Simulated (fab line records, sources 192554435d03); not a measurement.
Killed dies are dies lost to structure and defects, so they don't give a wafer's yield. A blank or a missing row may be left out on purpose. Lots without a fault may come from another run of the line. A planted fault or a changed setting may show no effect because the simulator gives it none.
fab line records | flow n5_finfet
record lots=5 wafers=14 last_day=19
route steps=1938 shown SD_EPI_P@299 SD_ACTIVATION@330 ILD0@335 BEOL_M4@1111
lots that met no fault: from a run of the same line without faults
start_h: hours from the record's first day to the start of the lot's first wafer shown | wait_h: hours since the lot's step before | " the same as in the row above | L1.1+2: a row that stands for several wafers | - no value, or no start given | * or withheld: withheld | < > ~ a bound
route shown NAME@n: a module of which the file shows steps, and the number in the route of the first | usual: mean/standard deviation of fault-free wafers | same: alike in all rows | chamber/n: place in a boat | sites: the reading at each site | _std_site: their standard deviation | _edge_site: outer sites' mean less inner sites' | radius_mm: how far each site lies from the wafer's centre | mask NAME#n: copy n | behind: the tool/chamber that last shaped the wafer | hold: why the lot was held/for how many hours/how that ended | device: the transistor (n, p or np) that didn't switch | end of line: the same wafers' tests at the end of the route | a step without rows: its recipe alone | killed: dies lost to structure and defects at the first sort, not the wafer's yield | map: a wafer's dies, x killed, . not, _ none there
set.NAME: the setting as run; set.NAME@STEP: as run at that earlier step | model.NAME: the simulator's own value behind a step, which no gauge read
lots at some steps of the route; a table a step, a row a wafer
services: from which hour (start_h, from the record's first day; less than 0 if before it) a tool's chamber was out of use, for how many hours, and why
## steps
# step N5_SD_EPI_P_SOFTBAKE_04
# recipe temp_c=110 time_s=60 resist=CAR-ArF-block
# step N5_SD_EPI_P_EXPOSE_06
# recipe mask_id=SD_P_BLK na=1.35 source_shape=conventional sigma_outer=0.8 polarization=unpolarized target_cd_nm=240 dose_mj=39.5
# step N5_SD_EPI_P_PEB_07
# recipe peb_temp_c=110 peb_time_s=60 resist=CAR-ArF-block
# step N5_SD_EPI_P_DEVELOP_08
# recipe develop_time_s=30 developer=TMAH resist=CAR-ArF-block dev_temp_c=23 rinse_liquid=diw dry=air_spin
# step N5_SD_EPI_P_CD_MEAS_09
# recipe target_cd_nm=240 landing_energy_ev=500 detector=se_inlens
# usual cd_nm=240.8/0.99
# columns lot.wafer tool chamber start_h wait_h cd_nm
L612.2 cd_sem-01 0 65.16 - 240.5
L612.3 " 0 " " 242.0
L612.5 " 0 " " 239.7
L614.1 cd_sem-03 0 69.52 - 242.6
L614.2 " 0 " " 241.0
L614.5 " 0 " " 240.9
L617.2 cd_sem-01 0 90.46 - 242.1
L617.3 " 0 " " 240.6
L617.5 " 0 " " 241.3
L625.3 cd_sem-03 0 132.93 - 241.1
L625.4 " 0 " " 240.5
L625.6 " 0 " " 241.6
L633.3 cd_sem-02 0 181.85 - 240.8
L633.4 " 0 " " 240.7
# step N5_SD_EPI_P_OVL_MEAS_10
# recipe points_per_wafer=44
# usual SD_P_BLK_OVL=0.1/0.84
# columns lot.wafer tool chamber start_h wait_h SD_P_BLK_OVL[nm]
L612.2 overlay-01 0 65.19 0.0 2.0
L612.3 " 0 " " 1.1
L612.5 " 0 " " 0.1
L614.1 overlay-01 0 69.55 0.0 -1.0
L614.2 " 0 " " -1.9
L614.5 " 0 " " -1.0
L617.2 overlay-02 0 90.49 0.0 -0.5
L617.3 " 0 " " -0.9
L617.5 " 0 " " -0.8
L625.3 overlay-02 0 132.96 0.0 0.0
L625.4 " 0 " " 0.1
L625.6 " 0 " " -1.0
L633.3 overlay-02 0 181.88 0.0 0.2
L633.4 " 0 " " 0.2
# step N5_SD_EPI_P_INSPECT_11
# recipe mode=adi inspect_instrument=macro
# usual raw_defect_count=2.0/1.3
# columns lot.wafer tool chamber start_h wait_h raw_defect_count
L612.2 defect_inspect-01 - 65.22 0.0 2
L612.3 " - " " 5
L612.5 " - " " 2
L614.1 defect_inspect-01 - 69.57 0.0 2
L614.2 " - " " 0
L614.5 " - " " 3
L617.2 defect_inspect-02 - 90.51 0.0 2
L617.3 " - " " 2
L617.5 " - " " 3
L625.3 defect_inspect-01 - 132.98 0.0 0
L625.4 " - " " 2
L625.6 " - " " 2
L633.3 defect_inspect-02 - 181.90 0.0 2
L633.4 " - " " 1
# step N5_SD_EPI_P_DESCUM_14
# recipe chemistry=O2 time_s=7.9 source_power_w=50 bias_power_w=20 pressure_mtorr=20 rf_frequency_hz=2.712e+07 temp_c=40 resist=CAR-ArF-block o2_flow_sccm=225
# step N5_SD_EPI_P_ETCH_36
# recipe chemistry=CF4 target=SiARC target_depth_a=455 mask_material=CAR-ArF-block time_s=75.8 ion_energy_ev=80 pressure_mtorr=40 source_w=545 bias_w=36 Ar_flow_sccm=100 cf4_flow_sccm=100 ends=cleared
# step N5_SD_EPI_P_ETCH_37
# recipe chemistry=N2/H2 target=SOC overetch_a=1080 mask_material=SiARC temp_c=40 ion_energy_ev=100 source_w=3000 bias_w=133 pressure_mtorr=20 time_s=486 n2_flow_sccm=200 h2_flow_sccm=200 ends=end_point
# step N5_SD_EPI_P_STRIP_38
# recipe chemistry=N2/H2 temp_c=40 n2_flow_sccm=200 h2_flow_sccm=200 rf_frequency_hz=6e+07
# step N5_SD_EPI_P_ETCHBACK_46
# recipe chemistry=CH3F/O2 mode=anisotropic_etchback target=SiNx target_depth_a=175 stop_on=SiO2 over_etch_frac=0.3 ion_energy_ev=120 pressure_mtorr=30 source_w=395 bias_w=73 Ar_flow_sccm=150 CH3F_flow_sccm=30 O2_flow_sccm=20
# usual bias_w=73.02/0.21 chamber_pressure_mTorr=30.002/0.029 drypump_motor_current_A=5.6/0.32 oes_product_au=0.64/0.057 rf_vpp_V=298/6.7 showerhead_plenum_p_Torr=1.98/0.063 throttle_valve_pct=16.40/0.19
# columns lot.wafer tool chamber start_h wait_h bias_w chamber_pressure_mTorr drypump_motor_current_A oes_product_au rf_hours_counter_h rf_vpp_V showerhead_plenum_p_Torr throttle_valve_pct
L612.2 rie_diel-04 3 66.27 0.0 72.90 30.011 5.7 0.59 206 291 1.96 16.44
L612.3 " 1 " " 72.57 29.997 6.2 0.61 198 290 1.92 16.54
L612.5 " 2 " " 73.16 29.946 5.2 0.66 - 304 2.11 16.45
L614.1 rie_diel-06 2 70.02 0.0 72.85 29.972 5.2 0.63 177 304 2.08 16.37
L614.2 " 1 " " 72.78 30.039 5.6 0.66 163 299 1.93 16.33
L614.5 " 1 " " 73.27 30.048 5.6 0.65 - 299 1.93 16.29
L617.2 rie_diel-06 1 90.96 0.0 72.95 30.020 5.6 0.65 170 297 1.93 16.31
L617.3 " 3 " " 73.38 29.925 5.4 0.65 141 303 1.93 16.65
L617.5 " 2 " " 72.93 30.017 5.2 0.63 - 304 2.07 16.39
L625.3 rie_diel-02 2 133.93 0.0 72.65 29.983 5.5 0.63 214 310 1.98 16.31
L625.4 " 3 " " 73.27 30.016 5.7 0.62 202 288 1.97 16.52
L625.6 " 0 " " 72.83 29.966 5.4 0.61 - 301 2.05 16.55
L633.3 rie_diel-02 1 182.35 0.0 73.42 30.024 6.1 0.62 182 298 1.90 16.10
L633.4 " 2 " " 73.10 30.022 5.5 0.62 - 309 1.98 16.34
# step N5_SD_EPI_P_ETCH_47
# recipe chemistry=CH3F/O2 target=SiOCN target_depth_a=250 mask_material=SOC ion_energy_ev=60 bias_w=29 pressure_mtorr=30 source_w=410 Ar_flow_sccm=150 CH3F_flow_sccm=30 O2_flow_sccm=20
# usual bias_w=28.99/0.086 chamber_pressure_mTorr=30.002/0.027 drypump_motor_current_A=5.6/0.32 oes_product_au=0.74/0.069 rf_vpp_V=127.6/2.8 showerhead_plenum_p_Torr=1.98/0.063 throttle_valve_pct=16.38/0.19
# columns lot.wafer tool chamber start_h wait_h bias_w chamber_pressure_mTorr drypump_motor_current_A oes_product_au rf_hours_counter_h rf_vpp_V showerhead_plenum_p_Torr throttle_valve_pct model.etch.depth_nm
L612.2 rie_diel-04 3 66.37 0.1 28.94 30.034 5.7 0.70 206 124.1 1.96 16.42 25.56
L612.3 " 1 " " 29.01 30.010 6.2 0.71 198 126.6 1.92 16.51 25.14
L612.5 " 2 " " 29.03 30.014 5.2 0.76 - 130.8 2.11 16.43 24.4
L614.1 rie_diel-06 2 70.12 0.1 28.90 30.051 5.2 0.75 177 130.4 2.08 16.36 25.29
L614.2 " 1 " " 28.98 30.028 5.6 0.77 163 129.1 1.93 16.28 25.9
L614.5 " 1 " " 28.99 29.986 5.7 0.77 - 127.8 1.93 16.27 25.86
L617.2 rie_diel-06 1 91.06 0.1 28.99 29.951 5.6 0.77 170 128.2 1.93 16.29 25.66
L617.3 " 3 " " 28.87 30.019 5.4 0.76 141 127.2 1.93 16.61 24.88
L617.5 " 2 " " 29.18 29.983 5.2 0.73 - 129.7 2.07 16.36 25.31
L625.3 rie_diel-02 2 134.03 0.1 29.23 29.981 5.5 0.72 214 132.1 1.98 16.27 24.8
L625.4 " 3 " " 28.93 30.038 5.7 0.73 202 124.4 1.97 16.50 24.79
L625.6 " 0 " " 29.06 30.004 5.4 0.70 - 127.7 2.05 16.53 24.01
L633.3 rie_diel-02 1 182.45 0.1 28.92 29.985 6.0 0.70 182 128.2 1.90 16.05 14.72
L633.4 " 2 " " 28.95 29.988 5.5 0.71 - 132.1 1.98 16.34 24.86
# step N5_SD_EPI_P_ETCH_16
# recipe chemistry=CHF3/O2 target=SiO2 target_depth_a=50 mask_material=SOC pressure_mtorr=30 source_w=650 bias_w=170 Ar_flow_sccm=200 CHF3_flow_sccm=50 O2_flow_sccm=5 ion_energy_ev=200
# step N5_SD_EPI_P_STRIP_50
# recipe chemistry=CHF3/O2 resist=SiARC rf_frequency_hz=6e+07
# step N5_SD_EPI_P_SD_RECESS_17
# recipe chemistry=HBr/Cl2/O2 target_depth_a=391 bt_time_s=3 pressure_mtorr=10 icp_w=800 bias_w=112 HBr_flow_sccm=150 Cl2_flow_sccm=80 O2_flow_sccm=12
# usual bias_w=112.0/0.36 chamber_pressure_mTorr=10.000/0.0093 drypump_motor_current_A=5.7/0.38 he_backside_leak_sccm=2.8/0.32 oes_product_au=1.003/0.018 throttle_valve_pct=37.1/0.38
# columns lot.wafer tool chamber start_h wait_h bias_w chamber_pressure_mTorr drypump_motor_current_A he_backside_leak_sccm oes_product_au rf_hours_counter_h throttle_valve_pct
L612.2 rie_si-04 2 66.54 0.0 112.1 9.996 5.5 2.8 1.010 58 36.7
L612.3 " 3 " " 112.1 9.998 6.1 2.5 0.994 57 36.7
L612.5 " 3 " " 112.3 10.014 6.1 2.5 0.995 - 36.8
L614.1 rie_si-06 0 70.29 0.0 111.7 9.996 6.0 2.9 0.976 48 37.7
L614.2 " 3 " " 111.8 9.989 5.6 2.1 0.977 14 37.3
L614.5 " 1 " " 111.9 10.008 5.6 3.2 1.004 - 37.4
L617.2 rie_si-06 1 91.23 0.0 111.7 9.979 5.6 3.6 0.998 199 37.4
L617.3 " 3 " " 112.2 9.997 5.7 2.4 0.981 15 37.4
L617.5 " 3 " " 112.1 9.999 5.7 2.3 0.989 - 37.3
L625.3 rie_si-04 3 134.20 0.0 111.4 10.009 6.1 2.6 0.998 58 36.7
L625.4 " 1 " " 112.2 10.002 5.7 2.7 0.993 147 36.5
L625.6 " 3 " " 111.8 10.001 6.1 2.4 0.996 - 36.7
L633.3 rie_si-04 2 182.62 0.0 112.7 10.001 5.5 2.9 1.008 60 36.7
L633.4 " 0 " " 111.3 10.004 5.4 2.9 1.015 140 37.2
# step N5_SD_EPI_P_WET_ETCH_45
# recipe chemistry=dHF dilution=withheld time_s=10.7 target=SiO2 target_depth_a=20 temp_c=25 dry=ipa_marangoni rinse_time_s=30 rinse_temp_c=23
# step N5_SD_EPI_P_STRIP_40
# recipe chemistry=N2/H2 power_w=1000 temp_c=250 h2_frac=0.65 overash_fraction=0.3 pressure_mtorr=withheld n2_flow_sccm=1750 h2_flow_sccm=3250
# step N5_SD_EPI_P_PRECLEAN_52
# recipe chemistry=O3/DIW time_s=60 temp_c=22 o3_ppm=10
# step N5_SD_EPI_P_SRD_20
# recipe dry=ipa_marangoni do_ppb=5 time_s=30 temp_c=23 rinse_liquid=diw
# step N5_SD_EPI_P_PRECLEAN_51
# recipe chemistry=NF3:NH3 afs_cycles=1 temp_c=30 time_s=20 sublimation_temp_c=180 sublimation_time_s=60 pressure_torr=3 rf_power_w=30
# step N5_SD_EPI_P_VAPOR_ETCH_44
# recipe chemistry=NF3/Ar target=SiGe30 temp_c=25 time_s=3.3 mode=isotropic
# step N5_SD_EPI_P_EPI_21
# recipe material=SiGe:B dopant=B temp_c=550 pressure_torr=20 ambient=H2 time_s=355
# step N5_SD_EPI_P_EPI_MEAS_23
# recipe mode=xrd
# usual thk_nm=60.7/1.2
# columns lot.wafer tool chamber start_h wait_h thk_nm
L612.2 film_metro-02 - 70.25 2.0 61.2
L612.3 " - " " 61.6
L612.5 " - " " 62.1
L614.1 film_metro-02 - 73.15 1.8 59.4
L614.2 " - " " 59.6
L614.5 " - " " 59.3
L617.2 film_metro-02 - 94.10 1.5 60.5
L617.3 " - " " 61.5
L617.5 " - " " 60.6
L625.3 film_metro-01 - 137.15 1.1 60.0
L625.4 " - " " 62.4
L625.6 " - " " 61.9
L633.3 film_metro-02 - 186.32 1.5 58.1
L633.4 " - " " 60.9
# step N5_SD_EPI_P_HM_STRIP_48
# recipe chemistry=H3PO4 temp_c=160 material=SiNx target=SiNx target_depth_a=30 overetch_fraction=0.3
# step N5_SD_EPI_P_SRD_49
# recipe dry=ipa_marangoni time_s=30 temp_c=23 rinse_liquid=diw
# step N5_SD_EPI_P_PRECLEAN_24
# recipe chemistry=O3/DIW time_s=45 temp_c=22 o3_ppm=10
# step N5_SD_EPI_P_PRECLEAN_32
# recipe chemistry=dHF time_s=10 dilution=500:1 temp_c=25
# step N5_SD_EPI_P_PRECLEAN_33
# recipe chemistry=SC2 time_s=45 temp_c=35 mix=1:1:50
# step N5_SD_EPI_P_SRD_25
# recipe time_s=30 temp_c=23 rinse_liquid=diw dry=ipa_marangoni
# step N5_SD_EPI_P_INSPECT_26
# recipe inspect_instrument=darkfield mode=post_epi
# usual raw_defect_count=174/33
# columns lot.wafer tool chamber start_h wait_h raw_defect_count
L612.2 defect_inspect-02 - 70.43 0.0 195
L612.3 " - " " 209
L612.5 " - " " 282
L614.1 defect_inspect-02 - 73.33 0.0 152
L614.2 " - " " 181
L614.5 " - " " 260
L617.2 defect_inspect-01 - 94.27 0.0 184
L617.3 " - " " 244
L617.5 " - " " 189
L625.3 defect_inspect-02 - 137.34 0.0 176
L625.4 " - " " 187
L625.6 " - " " 160
L633.3 defect_inspect-01 - 186.49 0.0 216
L633.4 " - " " 170
# step N5_SD_ACTIVATION_RTA_00
# recipe temp_c=975 time_s=0 ambient=N2 idle_temp_c=600 ramp_up_c_per_s=150 ramp_down_c_per_s=60 cool_to_c=600
# step N5_SD_ACTIVATION_LSA_01
# recipe temp_c=1080 time_s=0.0008 ambient=N2
# usual wafer_temp_C_max=1084.7/1.3
# columns lot.wafer tool chamber start_h wait_h wafer_temp_C_max
L612.2 laser_anneal-02 0 70.82 0.2 1086.0
L612.3 " 0 " " 1084.8
L612.5 " 0 " " 1086.0
L614.1 laser_anneal-02 0 73.56 0.2 1085.1
L614.2 " 0 " " 1085.1
L614.5 " 0 " " 1084.5
L617.2 laser_anneal-01 0 94.57 0.2 1081.2
L617.3 " 0 " " 1082.7
L617.5 " 0 " " 1082.6
L625.3 laser_anneal-02 0 137.62 0.2 1085.7
L625.4 " 0 " " 1086.7
L625.6 " 0 " " 1084.1
L633.3 laser_anneal-01 0 186.78 0.2 1083.6
L633.4 " 0 " " 1083.4
# step N5_SD_ACTIVATION_RS_MEAS_03
# recipe thk_meas_gauge=four-point-probe
# usual RS_SD_N=22.0/0.3 RS_SD_P=56.3/0.99
# columns lot.wafer tool chamber start_h wait_h RS_SD_N[ohm/sq] RS_SD_P[ohm/sq]
L612.2 film_metro-02 - 71.29 0.4 22.1 56.2
L612.3 " - " " 22.2 55.6
L612.5 " - " " 22.1 55.9
L614.1 film_metro-02 - 73.76 0.2 21.8 56.4
L614.2 " - " " 22.0 56.9
L614.5 " - " " 21.8 57.0
L617.2 film_metro-01 - 94.76 0.2 22.2 54.8
L617.3 " - " " 22.2 54.3
L617.5 " - " " 22.4 54.5
L625.3 film_metro-01 - 137.81 0.2 22.5 55.4
L625.4 " - " " 22.3 55.3
L625.6 " - " " 22.2 55.8
L633.3 film_metro-01 - 186.96 0.2 22.3 56.7
L633.4 " - " " 22.4 56.5
# step N5_SD_ACTIVATION_INSPECT_02
# recipe inspect_instrument=darkfield mode=post_anneal
# usual raw_defect_count=174/33
# columns lot.wafer tool chamber start_h wait_h raw_defect_count
L612.2 defect_inspect-01 - 71.59 0.1 193
L612.3 " - " " 204
L612.5 " - " " 239
L614.1 defect_inspect-01 - 74.08 0.2 138
L614.2 " - " " 161
L614.5 " - " " 243
L617.2 defect_inspect-01 - 95.07 0.1 188
L617.3 " - " " 237
L617.5 " - " " 172
L625.3 defect_inspect-02 - 138.09 0.1 199
L625.4 " - " " 177
L625.6 " - " " 173
L633.3 defect_inspect-02 - 187.25 0.1 249
L633.4 " - " " 187
# step N5_ILD0_LINER_00
# recipe material=SiNx target_thk_a=40 temp_c=400 ald_precursor_family=SiH2I2 ald_co_reactant=N2/H2-plasma pulse_time_s=1 purge_time_s=2 co_reactant_purge_time_s=2 ald_cycles=80 pressure_torr=2
# usual heater_power_w=818/89 precursor_pulse_height_rel=0.999/0.021
# same ald_cycles=80
# columns lot.wafer tool chamber start_h wait_h heater_power_w precursor_pulse_height_rel
L612.2 ald_sin-01 1 71.73 0.1 1030 0.975
L612.3 " 3 " " 737 1.023
L612.5 " 3 " " 752 1.003
L614.1 ald_sin-04 0 74.12 0.0 754 0.998
L614.2 " 3 " " 944 0.982
L614.5 " 0 " " 784 1.012
L617.2 ald_sin-02 3 95.84 0.8 944 0.978
L617.3 " 2 " " 737 1.011
L617.5 " 0 " " 714 1.008
L625.3 ald_sin-01 0 138.12 0.0 741 0.994
L625.4 " 0 " " 760 0.983
L625.6 " 3 " " 736 0.990
L633.3 ald_sin-04 1 187.99 0.7 695 0.980
L633.4 " 3 " " 947 1.025
# step N5_ILD0_FCVD_FILL_01
# recipe material=SiO2_flowable target_thk_a=2000 temp_c=100 pressure_torr=0.8 rf_w=2000 time_s=328.3
# step N5_ILD0_CURE_02
# recipe temp_c=450 time_s=1800 ambient=steam idle_temp_c=400 ramp_up_c_per_min=5 ramp_down_c_per_min=3 densification_p_h2o_torr=640
# step N5_ILD0_CMP_03
# recipe stop_on=SiNx t_overpolish_s=1.9 post_cmp_clean=alkaline_brush down_force_psi=4.1491 platen_rpm=51.796 pad_velocity_m_s=1.0306 target_thk_nm=197.38
# usual motor_current_A=12.5/0.73 overpolish_run_s=1.900/0.0095 time_to_endpoint_s=70/4
# columns lot.wafer tool chamber start_h wait_h motor_current_A overpolish_run_s time_to_endpoint_s
L612.2 cmp-01 1 74.13 0.1 12.4 1.903 65
L612.3 " 3 " " 12.4 1.914 70
L612.5 " 0 " " 12.9 1.892 70
L614.1 cmp-01 0 76.56 0.1 13.6 1.907 67
L614.2 " 1 " " 12.4 1.899 68
L614.5 " 3 " " 12.2 1.887 70
L617.3 cmp-02 3 98.22 0.0 13.0 1.891 73
L617.2 " 0 " " 12.0 1.907 77
L617.5 " 0 " " 11.4 1.892 74
L625.4 cmp-02 3 140.49 0.0 13.9 1.894 69
L625.3 " 2 " " 13.8 1.897 73
L625.6 " 0 " " 12.0 1.909 65
L633.4 cmp-02 1 190.73 0.0 11.7 1.901 61
L633.3 " 0 " " 12.4 1.905 66
# step N5_ILD0_THK_MEAS_04
# usual thk_nm=197.6/1.2
# columns lot.wafer tool chamber start_h wait_h thk_nm
L612.2 film_metro-01 - 74.39 - 197.6
L612.3 " - " " 195.4
L612.5 " - " " 196.8
L614.1 film_metro-01 - 76.78 - 196.8
L614.2 " - " " 197.3
L614.5 " - " " 198.5
L617.2 film_metro-01 - 98.51 - 197.8
L617.3 " - " " 197.0
L617.5 " - " " 198.9
L625.3 film_metro-01 - 140.80 0.2 198.4
L625.4 " - " " 196.8
L625.6 " - " " 197.6
L633.3 film_metro-02 - 191.02 - 196.5
L633.4 " - " " 196.0
# step N5_ILD0_CMP_07
# recipe stop_on=poly-Si material=SiO2_flowable t_overpolish_s=1.18 post_cmp_clean=alkaline_brush down_force_psi=4.1491 platen_rpm=51.796 pad_velocity_m_s=1.0306 target_thk_nm=138.88
# step N5_BEOL_M4_RC_MEAS_101
# usual DIBL_N=36.0/1.7 DIBL_P=36.2/1.9 IOFF_N=0.154/0.028 IOFF_P=0.21/0.036 ION_N=675/11 ION_P=463/8.3 RC_DENSE_P=23.5/0.53 RC_P=19.2/0.42 REXT_P=100.1/2.5 SS_N=71.4/0.63 SS_P=73.2/0.55 VT_N=250.2/3 VT_P=-251/3.7
# columns lot.wafer tool chamber start_h wait_h DIBL_N[mV/V] DIBL_P[mV/V] IOFF_N[nA/um] IOFF_P[nA/um] ION_N[uA/um] ION_P[uA/um] RC_DENSE_P[ohm.um] RC_P[ohm.um] REXT_P[ohm.um] SS_N[mV/dec] SS_P[mV/dec] VT_N[mV] VT_P[mV]
L612.2 prober-02 0 192.96 0.2 36.5 36.0 0.173 0.28 703 491 23.5 19.0 97.9 70.8 73.6 246.7 -242
L612.3 " 0 " " 36.5 35.7 0.157 0.26 687 473 23.4 19.2 99.0 71.4 73.4 249.5 -244
L612.5 " 0 " " 34.7 33.6 0.138 0.22 690 479 23.6 19.4 98.6 70.2 72.9 249.6 -245
L617.2 prober-01 0 262.72 0.2 37.4 38.6 0.169 0.20 681 462 24.0 19.7 98.2 71.7 73.6 249.5 -254
L617.3 " 0 " " 35.7 37.4 0.144 0.18 686 467 23.7 19.4 97.5 71.2 72.8 250.5 -254
L617.5 " 0 " " 35.9 36.7 0.131 0.16 654 444 24.0 19.3 98.4 71.7 73.5 252.7 -255
L625.3 prober-02 0 297.04 0.3 36.1 36.7 0.151 0.22 664 461 23.9 19.7 99.8 71.7 73.2 251.0 -250
L625.4 " 0 " " 34.7 34.9 0.135 0.19 680 475 23.7 19.1 100.0 71.2 73.0 251.2 -250
L625.6 " 0 " " 36.2 36.7 0.157 0.22 678 463 23.5 19.2 100.7 71.9 73.5 252.7 -250
L614.1 prober-01 0 306.90 0.0 36.1 37.7 0.192 0.24 691 470 23.2 19.0 98.4 72.3 74.3 246.1 -250
L614.2 " 0 " " 35.2 36.8 0.161 0.22 682 468 24.1 19.7 99.5 71.5 74.2 249.8 -252
L614.5 " 0 " " 34.1 35.4 0.134 0.19 678 466 24.0 19.5 99.1 71.5 73.2 254.3 -252
L633.3 prober-02 0 342.84 0.3 33.1 32.1 0.116 0.15 678 454 26.9 21.9 113.9 71.0 72.3 251.4 -253
L633.4 " 0 " " 37.5 38.5 0.195 0.27 682 474 23.8 19.4 101.0 72.5 73.5 245.2 -248
## services
# columns tool chamber start_h hours kind
laser_anneal-02 - 45.83 1.0 repair
laser_anneal-02 - 47.74 9.1 repair
cmp-01 - 48.79 0.8 repair
rie_diel-02 - 70.01 0.2 repair
rie_si-04 - 74.08 0.7 repair
ald_sin-01 - 85.46 14.0 pm
rie_si-04 2 87.27 5.8 repair
rie_si-04 3 89.37 8.2 repair
rie_si-06 3 98.29 6.3 repair
rie_diel-06 0 104.78 5.5 repair
ald_sin-01 - 110.18 2.8 pm
rie_diel-04 - 116.06 28.1 pm
cmp-01 - 117.61 0.3 repair
cmp-02 - 118.45 4.0 pm
cmp-01 - 124.10 1.0 repair
ald_sin-01 1 127.63 3.0 repair
rie_si-06 - 130.95 0.1 repair
cmp-02 - 132.23 5.9 pm
cmp-01 - 141.71 3.6 repair
rie_si-06 - 142.29 0.3 repair
rie_diel-02 1 154.13 5.4 repair
rie_diel-02 - 179.40 1.0 repair
laser_anneal-02 - 185.46 3.0 pm
rie_diel-06 2 189.08 10.0 repair
## key
first_sign step=N5_BEOL_M4_RC_MEAS_101 reading=RC_P direction=up sigmas=6.6 usual=19.2 struck=21.9
effect step=N5_BEOL_M4_RC_MEAS_101 reading=RC_DENSE_P direction=up sigmas=6.5 usual=23.5 struck=26.9
effect step=N5_BEOL_M4_RC_MEAS_101 reading=REXT_P direction=up sigmas=5.6 usual=100.1 struck=113.9
model_effect step=N5_SD_EPI_P_ETCH_47 value=etch.depth_nm without=23.97 struck=14.72
met_at N5_SD_EPI_P_ETCH_47
struck_wafers L633.3
fault kind=process_parameter_drift tool=rie_diel-02 chamber=1 onset_h=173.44 steps=N5_SD_EPI_P_ETCH_47 channel=target_depth_a offset=-96.416 shape=step acts_in=these_recipes_only stated=250
